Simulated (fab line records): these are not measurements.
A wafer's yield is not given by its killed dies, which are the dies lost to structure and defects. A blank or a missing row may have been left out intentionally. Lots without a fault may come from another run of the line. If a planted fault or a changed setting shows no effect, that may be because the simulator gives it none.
fab line records || flow n5-finfet
[record] {"lots": 7, "wafers": 21}
route steps=1938 shown BEOL_M15@1797
start-h: hours from the record's opening day to when the first of the lot's shown wafers began || wait-h: time in hours since the lot's previous step || " as in the row above || L1.1+2: one row covering several wafers at once || - either no value or no given start || * or withheld: withheld || < > ~ a bound
route shown NAME@n: a module of which the file shows steps, and the number in the route of the first || usual: the fault-free wafers' mean and standard deviation || same: alike in all rows || chamber/n: place in a boat || sites: the reading at each site || _std_site: standard deviation across them || _edge_site: inner sites' mean taken away from outer sites' mean || radius-mm: how far each site lies from the wafer's centre || mask NAME#n: copy n || behind: the most recent tool/chamber to have shaped the wafer || hold: why the lot was held/for how many hours/how that ended || device: transistor that didn't switch, given as n, p or np || end of line: tests of these same wafers at the route's end || a step with no rows: only its recipe || killed: count of dies lost to structure and defects at first sort (not the wafer's yield) || map: a wafer's dies, marking killed ones x, the rest . and places with no die _
set.NAME: the run value of the setting; set.NAME@STEP: its run value at that earlier step || model.NAME: the simulator's own value behind a step, which no gauge read
one table per step and one row per wafer, for lots whose settings were changed on purpose
[[steps]]
[step N5_BEOL_M15_COAT_22]
[recipe] {"spin-rpm": 1704, "resist-thk-nm": 800}
{"lot.wafer": "L086.1", "tool": "litho-track-02", "chamber": 0, "start-h": "-", "wait-h": "-", "set.spin-rpm": 1704, "model.coat_of_BEOL_M15_COAT_22.thk-nm": 803.2}
{"lot.wafer": "L086.2", "tool": "litho-track-02", "chamber": 0, "start-h": "-", "wait-h": "-", "set.spin-rpm": 1513, "model.coat_of_BEOL_M15_COAT_22.thk-nm": 854.2}
{"lot.wafer": "L086.3", "tool": "litho-track-02", "chamber": 0, "start-h": "-", "wait-h": "-", "set.spin-rpm": 1704, "model.coat_of_BEOL_M15_COAT_22.thk-nm": 805.4}
{"lot.wafer": "L088.1", "tool": "litho-track-02", "chamber": 0, "start-h": "-", "wait-h": "-", "set.spin-rpm": 1704, "model.coat_of_BEOL_M15_COAT_22.thk-nm": 805}
{"lot.wafer": "L088.2", "tool": "litho-track-02", "chamber": 0, "start-h": "-", "wait-h": "-", "set.spin-rpm": 1704, "model.coat_of_BEOL_M15_COAT_22.thk-nm": 805.4}
{"lot.wafer": "L088.3", "tool": "litho-track-02", "chamber": 0, "start-h": "-", "wait-h": "-", "set.spin-rpm": 1704, "model.coat_of_BEOL_M15_COAT_22.thk-nm": 802.8}
{"lot.wafer": "L089.2", "tool": "litho-track-04", "chamber": 0, "start-h": "-", "wait-h": "-", "set.spin-rpm": 1801, "model.coat_of_BEOL_M15_COAT_22.thk-nm": 776.2}
{"lot.wafer": "L089.4", "tool": "litho-track-04", "chamber": 0, "start-h": "-", "wait-h": "-", "set.spin-rpm": 1704, "model.coat_of_BEOL_M15_COAT_22.thk-nm": 797.8}
{"lot.wafer": "L089.5", "tool": "litho-track-04", "chamber": 0, "start-h": "-", "wait-h": "-", "set.spin-rpm": 1801, "model.coat_of_BEOL_M15_COAT_22.thk-nm": 776}
{"lot.wafer": "L090.1", "tool": "litho-track-02", "chamber": 0, "start-h": "-", "wait-h": "-", "set.spin-rpm": 1602, "model.coat_of_BEOL_M15_COAT_22.thk-nm": 831.4}
{"lot.wafer": "L090.3", "tool": "litho-track-02", "chamber": 0, "start-h": "-", "wait-h": "-", "set.spin-rpm": 1602, "model.coat_of_BEOL_M15_COAT_22.thk-nm": 827.4}
{"lot.wafer": "L090.5", "tool": "litho-track-02", "chamber": 0, "start-h": "-", "wait-h": "-", "set.spin-rpm": 1704, "model.coat_of_BEOL_M15_COAT_22.thk-nm": 801.8}
{"lot.wafer": "L092.1", "tool": "litho-track-01", "chamber": 0, "start-h": "-", "wait-h": "-", "set.spin-rpm": 1704, "model.coat_of_BEOL_M15_COAT_22.thk-nm": 801.2}
{"lot.wafer": "L092.2", "tool": "litho-track-01", "chamber": 0, "start-h": "-", "wait-h": "-", "set.spin-rpm": 1704, "model.coat_of_BEOL_M15_COAT_22.thk-nm": 798.2}
{"lot.wafer": "L092.5", "tool": "litho-track-01", "chamber": 0, "start-h": "-", "wait-h": "-", "set.spin-rpm": 1704, "model.coat_of_BEOL_M15_COAT_22.thk-nm": 802}
{"lot.wafer": "L093.2", "tool": "litho-track-01", "chamber": 0, "start-h": "-", "wait-h": "-", "set.spin-rpm": 1704, "model.coat_of_BEOL_M15_COAT_22.thk-nm": 797.8}
{"lot.wafer": "L093.4", "tool": "litho-track-01", "chamber": 0, "start-h": "-", "wait-h": "-", "set.spin-rpm": 1704, "model.coat_of_BEOL_M15_COAT_22.thk-nm": 799.8}
{"lot.wafer": "L093.5", "tool": "litho-track-01", "chamber": 0, "start-h": "-", "wait-h": "-", "set.spin-rpm": 1550, "model.coat_of_BEOL_M15_COAT_22.thk-nm": 839}
{"lot.wafer": "L097.1", "tool": "litho-track-01", "chamber": 0, "start-h": "-", "wait-h": "-", "set.spin-rpm": 1607, "model.coat_of_BEOL_M15_COAT_22.thk-nm": 821.4}
{"lot.wafer": "L097.3", "tool": "litho-track-01", "chamber": 0, "start-h": "-", "wait-h": "-", "set.spin-rpm": 1704, "model.coat_of_BEOL_M15_COAT_22.thk-nm": 797.2}
{"lot.wafer": "L097.4", "tool": "litho-track-01", "chamber": 0, "start-h": "-", "wait-h": "-", "set.spin-rpm": 1607, "model.coat_of_BEOL_M15_COAT_22.thk-nm": 821.2}
[step N5_BEOL_M15_EBR_24]
[recipe] {"solvent": "PGMEA", "ebr-width-mm": 1.5}
[step N5_BEOL_M15_SOFTBAKE_23]
[recipe] {"temp-c": 130, "time-s": 60}
[step N5_BEOL_M15_DESCUM_33]
[recipe] {"chemistry": "O2", "time-s": 7.9, "source-power-w": 50, "bias-power-w": 20, "pressure-mtorr": 20, "rf-frequency-hz": 2.712e+07, "temp-c": 40, "o2-flow-sccm": 225}
[step N5_BEOL_M15_ETCH_61]
[recipe] {"chemistry": "N2/H2", "target": "BARC", "target-depth-a": 890, "overetch-a": 267, "time-s": 67.9, "ion-energy-ev": 200, "pressure-mtorr": 30, "source-w": 840, "bias-w": 150, "n2-flow-sccm": 200, "h2-flow-sccm": 200}
{"lot.wafer": "L086.1", "tool": "rie-diel-04", "chamber": 3, "start-h": 320.13, "wait-h": 0.0, "set.spin-rpm@BEOL_M15_COAT_22": 1704, "model.coat_of_BEOL_M15_COAT_22.thk-nm": 721.4}
{"lot.wafer": "L086.2", "tool": "rie-diel-04", "chamber": 0, "start-h": 320.13, "wait-h": 0.0, "set.spin-rpm@BEOL_M15_COAT_22": 1513, "model.coat_of_BEOL_M15_COAT_22.thk-nm": 772.8}
{"lot.wafer": "L086.3", "tool": "rie-diel-04", "chamber": 1, "start-h": 320.13, "wait-h": 0.0, "set.spin-rpm@BEOL_M15_COAT_22": 1704, "model.coat_of_BEOL_M15_COAT_22.thk-nm": 723.2}
{"lot.wafer": "L088.1", "tool": "rie-diel-02", "chamber": 2, "start-h": 328.94, "wait-h": 0.0, "set.spin-rpm@BEOL_M15_COAT_22": 1704, "model.coat_of_BEOL_M15_COAT_22.thk-nm": 726}
{"lot.wafer": "L088.2", "tool": "rie-diel-02", "chamber": 3, "start-h": 328.94, "wait-h": 0.0, "set.spin-rpm@BEOL_M15_COAT_22": 1704, "model.coat_of_BEOL_M15_COAT_22.thk-nm": 725.2}
{"lot.wafer": "L088.3", "tool": "rie-diel-02", "chamber": 1, "start-h": 328.94, "wait-h": 0.0, "set.spin-rpm@BEOL_M15_COAT_22": 1704, "model.coat_of_BEOL_M15_COAT_22.thk-nm": 723.4}
{"lot.wafer": "L089.2", "tool": "rie-diel-02", "chamber": 2, "start-h": 344.91, "wait-h": 0.0, "set.spin-rpm@BEOL_M15_COAT_22": 1801, "model.coat_of_BEOL_M15_COAT_22.thk-nm": 695.8}
{"lot.wafer": "L089.4", "tool": "rie-diel-02", "chamber": 1, "start-h": 344.91, "wait-h": 0.0, "set.spin-rpm@BEOL_M15_COAT_22": 1704, "model.coat_of_BEOL_M15_COAT_22.thk-nm": 717}
{"lot.wafer": "L089.5", "tool": "rie-diel-02", "chamber": 1, "start-h": 344.91, "wait-h": 0.0, "set.spin-rpm@BEOL_M15_COAT_22": 1801, "model.coat_of_BEOL_M15_COAT_22.thk-nm": 695.2}
{"lot.wafer": "L090.1", "tool": "rie-diel-02", "chamber": 1, "start-h": 358.00, "wait-h": 0.0, "set.spin-rpm@BEOL_M15_COAT_22": 1602, "model.coat_of_BEOL_M15_COAT_22.thk-nm": 751.8}
{"lot.wafer": "L090.3", "tool": "rie-diel-02", "chamber": 0, "start-h": 358.00, "wait-h": 0.0, "set.spin-rpm@BEOL_M15_COAT_22": 1602, "model.coat_of_BEOL_M15_COAT_22.thk-nm": 742}
{"lot.wafer": "L090.5", "tool": "rie-diel-02", "chamber": 2, "start-h": 358.00, "wait-h": 0.0, "set.spin-rpm@BEOL_M15_COAT_22": 1704, "model.coat_of_BEOL_M15_COAT_22.thk-nm": 722.2}
{"lot.wafer": "L092.1", "tool": "rie-diel-05", "chamber": 2, "start-h": 365.60, "wait-h": 0.0, "set.spin-rpm@BEOL_M15_COAT_22": 1704, "model.coat_of_BEOL_M15_COAT_22.thk-nm": 719.8}
{"lot.wafer": "L092.2", "tool": "rie-diel-05", "chamber": 1, "start-h": 365.60, "wait-h": 0.0, "set.spin-rpm@BEOL_M15_COAT_22": 1704, "model.coat_of_BEOL_M15_COAT_22.thk-nm": 717.4}
{"lot.wafer": "L092.5", "tool": "rie-diel-05", "chamber": 1, "start-h": 365.60, "wait-h": 0.0, "set.spin-rpm@BEOL_M15_COAT_22": 1704, "model.coat_of_BEOL_M15_COAT_22.thk-nm": 721}
{"lot.wafer": "L093.2", "tool": "rie-diel-05", "chamber": 0, "start-h": 376.49, "wait-h": 0.0, "set.spin-rpm@BEOL_M15_COAT_22": 1704, "model.coat_of_BEOL_M15_COAT_22.thk-nm": 715.6}
{"lot.wafer": "L093.4", "tool": "rie-diel-05", "chamber": 1, "start-h": 376.49, "wait-h": 0.0, "set.spin-rpm@BEOL_M15_COAT_22": 1704, "model.coat_of_BEOL_M15_COAT_22.thk-nm": 718.8}
{"lot.wafer": "L093.5", "tool": "rie-diel-05", "chamber": 2, "start-h": 376.49, "wait-h": 0.0, "set.spin-rpm@BEOL_M15_COAT_22": 1550, "model.coat_of_BEOL_M15_COAT_22.thk-nm": 757.8}
{"lot.wafer": "L097.1", "tool": "rie-diel-05", "chamber": 3, "start-h": 402.83, "wait-h": 0.0, "set.spin-rpm@BEOL_M15_COAT_22": 1607, "model.coat_of_BEOL_M15_COAT_22.thk-nm": 740.4}
{"lot.wafer": "L097.3", "tool": "rie-diel-05", "chamber": 2, "start-h": 402.83, "wait-h": 0.0, "set.spin-rpm@BEOL_M15_COAT_22": 1704, "model.coat_of_BEOL_M15_COAT_22.thk-nm": 715.2}
{"lot.wafer": "L097.4", "tool": "rie-diel-05", "chamber": 0, "start-h": 402.83, "wait-h": 0.0, "set.spin-rpm@BEOL_M15_COAT_22": 1607, "model.coat_of_BEOL_M15_COAT_22.thk-nm": 737.8}
[step N5_BEOL_M15_TRENCH_ETCH_34]
[recipe] {"chemistry": "C4F8/O2/Ar", "target": "SiO2", "target-depth-a": 8729.3, "he-inner-torr": 15, "he-outer-torr": 30, "time-s": 199, "ion-energy-ev": 800, "pressure-mtorr": 20, "source-w": 1905, "bias-w": 2040, "Ar_flow_sccm": 400, "C4F8_flow_sccm": 16, "O2_flow_sccm": 12}
[usual] {"rf-vpp-V": "2202/27"}
{"lot.wafer": "L086.1", "tool": "rie-diel-04", "chamber": 3, "start-h": 320.18, "wait-h": 0.0, "set.bias-w": 2040, "set.spin-rpm@BEOL_M15_COAT_22": 1704, "rf-vpp-V": 2166, "model.coat_of_BEOL_M15_COAT_22.thk-nm": 546}
{"lot.wafer": "L086.2", "tool": "rie-diel-04", "chamber": 0, "start-h": 320.18, "wait-h": 0.0, "set.bias-w": 1737, "set.spin-rpm@BEOL_M15_COAT_22": 1513, "rf-vpp-V": 1994, "model.coat_of_BEOL_M15_COAT_22.thk-nm": 608}
{"lot.wafer": "L086.3", "tool": "rie-diel-04", "chamber": 1, "start-h": 320.18, "wait-h": 0.0, "set.bias-w": 2040, "set.spin-rpm@BEOL_M15_COAT_22": 1704, "rf-vpp-V": 2221, "model.coat_of_BEOL_M15_COAT_22.thk-nm": 548.2}
{"lot.wafer": "L088.1", "tool": "rie-diel-02", "chamber": 2, "start-h": 328.99, "wait-h": 0.0, "set.bias-w": 2175, "set.spin-rpm@BEOL_M15_COAT_22": 1704, "rf-vpp-V": 2284, "model.coat_of_BEOL_M15_COAT_22.thk-nm": 553}
{"lot.wafer": "L088.2", "tool": "rie-diel-02", "chamber": 3, "start-h": 328.99, "wait-h": 0.0, "set.bias-w": 2040, "set.spin-rpm@BEOL_M15_COAT_22": 1704, "rf-vpp-V": 2206, "model.coat_of_BEOL_M15_COAT_22.thk-nm": 557.4}
{"lot.wafer": "L088.3", "tool": "rie-diel-02", "chamber": 1, "start-h": 328.99, "wait-h": 0.0, "set.bias-w": 2040, "set.spin-rpm@BEOL_M15_COAT_22": 1704, "rf-vpp-V": 2224, "model.coat_of_BEOL_M15_COAT_22.thk-nm": 550.2}
{"lot.wafer": "L089.2", "tool": "rie-diel-02", "chamber": 2, "start-h": 344.96, "wait-h": 0.0, "set.bias-w": 2399, "set.spin-rpm@BEOL_M15_COAT_22": 1801, "rf-vpp-V": 2440, "model.coat_of_BEOL_M15_COAT_22.thk-nm": 514.6}
{"lot.wafer": "L089.4", "tool": "rie-diel-02", "chamber": 1, "start-h": 344.96, "wait-h": 0.0, "set.bias-w": 2040, "set.spin-rpm@BEOL_M15_COAT_22": 1704, "rf-vpp-V": 2225, "model.coat_of_BEOL_M15_COAT_22.thk-nm": 543.4}
{"lot.wafer": "L089.5", "tool": "rie-diel-02", "chamber": 1, "start-h": 344.96, "wait-h": 0.0, "set.bias-w": 2399, "set.spin-rpm@BEOL_M15_COAT_22": 1801, "rf-vpp-V": 2489, "model.coat_of_BEOL_M15_COAT_22.thk-nm": 514.2}
{"lot.wafer": "L090.1", "tool": "rie-diel-02", "chamber": 1, "start-h": 358.05, "wait-h": 0.0, "set.bias-w": 2040, "set.spin-rpm@BEOL_M15_COAT_22": 1602, "rf-vpp-V": 2225, "model.coat_of_BEOL_M15_COAT_22.thk-nm": 577.8}
{"lot.wafer": "L090.3", "tool": "rie-diel-02", "chamber": 0, "start-h": 358.05, "wait-h": 0.0, "set.bias-w": 2040, "set.spin-rpm@BEOL_M15_COAT_22": 1602, "rf-vpp-V": 2225, "model.coat_of_BEOL_M15_COAT_22.thk-nm": 560.8}
{"lot.wafer": "L090.5", "tool": "rie-diel-02", "chamber": 2, "start-h": 358.05, "wait-h": 0.0, "set.bias-w": 1933, "set.spin-rpm@BEOL_M15_COAT_22": 1704, "rf-vpp-V": 2102, "model.coat_of_BEOL_M15_COAT_22.thk-nm": 552.4}
{"lot.wafer": "L092.1", "tool": "rie-diel-05", "chamber": 2, "start-h": 365.66, "wait-h": 0.0, "set.bias-w": 2040, "set.spin-rpm@BEOL_M15_COAT_22": 1704, "rf-vpp-V": 2168, "model.coat_of_BEOL_M15_COAT_22.thk-nm": 545.4}
{"lot.wafer": "L092.2", "tool": "rie-diel-05", "chamber": 1, "start-h": 365.66, "wait-h": 0.0, "set.bias-w": 2040, "set.spin-rpm@BEOL_M15_COAT_22": 1704, "rf-vpp-V": 2158, "model.coat_of_BEOL_M15_COAT_22.thk-nm": 544}
{"lot.wafer": "L092.5", "tool": "rie-diel-05", "chamber": 1, "start-h": 365.66, "wait-h": 0.0, "set.bias-w": 2040, "set.spin-rpm@BEOL_M15_COAT_22": 1704, "rf-vpp-V": 2160, "model.coat_of_BEOL_M15_COAT_22.thk-nm": 547.8}
{"lot.wafer": "L093.2", "tool": "rie-diel-05", "chamber": 0, "start-h": 376.54, "wait-h": 0.0, "set.bias-w": 2040, "set.spin-rpm@BEOL_M15_COAT_22": 1704, "rf-vpp-V": 2209, "model.coat_of_BEOL_M15_COAT_22.thk-nm": 543}
{"lot.wafer": "L093.4", "tool": "rie-diel-05", "chamber": 1, "start-h": 376.54, "wait-h": 0.0, "set.bias-w": 1866, "set.spin-rpm@BEOL_M15_COAT_22": 1704, "rf-vpp-V": 2027, "model.coat_of_BEOL_M15_COAT_22.thk-nm": 550}
{"lot.wafer": "L093.5", "tool": "rie-diel-05", "chamber": 2, "start-h": 376.54, "wait-h": 0.0, "set.bias-w": 1866, "set.spin-rpm@BEOL_M15_COAT_22": 1550, "rf-vpp-V": 2036, "model.coat_of_BEOL_M15_COAT_22.thk-nm": 587.6}
{"lot.wafer": "L097.1", "tool": "rie-diel-05", "chamber": 3, "start-h": 402.88, "wait-h": 0.0, "set.bias-w": 2040, "set.spin-rpm@BEOL_M15_COAT_22": 1607, "rf-vpp-V": 2228, "model.coat_of_BEOL_M15_COAT_22.thk-nm": 569.8}
{"lot.wafer": "L097.3", "tool": "rie-diel-05", "chamber": 2, "start-h": 402.88, "wait-h": 0.0, "set.bias-w": 2040, "set.spin-rpm@BEOL_M15_COAT_22": 1704, "rf-vpp-V": 2169, "model.coat_of_BEOL_M15_COAT_22.thk-nm": 540.8}
{"lot.wafer": "L097.4", "tool": "rie-diel-05", "chamber": 0, "start-h": 402.88, "wait-h": 0.0, "set.bias-w": 2203, "set.spin-rpm@BEOL_M15_COAT_22": 1607, "rf-vpp-V": 2329, "model.coat_of_BEOL_M15_COAT_22.thk-nm": 560.6}
[[key]]
[split] {"step": "N5_BEOL_M15_COAT_22", "setting": "spin-rpm", "stated": 1704, "by": "wafer"}
[response] {"step": "N5_BEOL_M15_COAT_22", "reading": "model.coat_of_BEOL_M15_COAT_22.thk-nm", "change": -4.38, "per": "1%", "r": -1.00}
[response] {"step": "N5_BEOL_M15_ETCH_61", "reading": "model.coat_of_BEOL_M15_COAT_22.thk-nm", "change": -4.35, "per": "1%", "r": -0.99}
[response] {"step": "N5_BEOL_M15_TRENCH_ETCH_34", "reading": "model.coat_of_BEOL_M15_COAT_22.thk-nm", "change": -4.74, "per": "1%", "r": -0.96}
[split] {"step": "N5_BEOL_M15_TRENCH_ETCH_34", "setting": "bias-w", "stated": 2040, "by": "wafer"}
[response] {"step": "N5_BEOL_M15_TRENCH_ETCH_34", "reading": "rf-vpp-V", "change": "+14.7", "per": "1%", "r": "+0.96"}
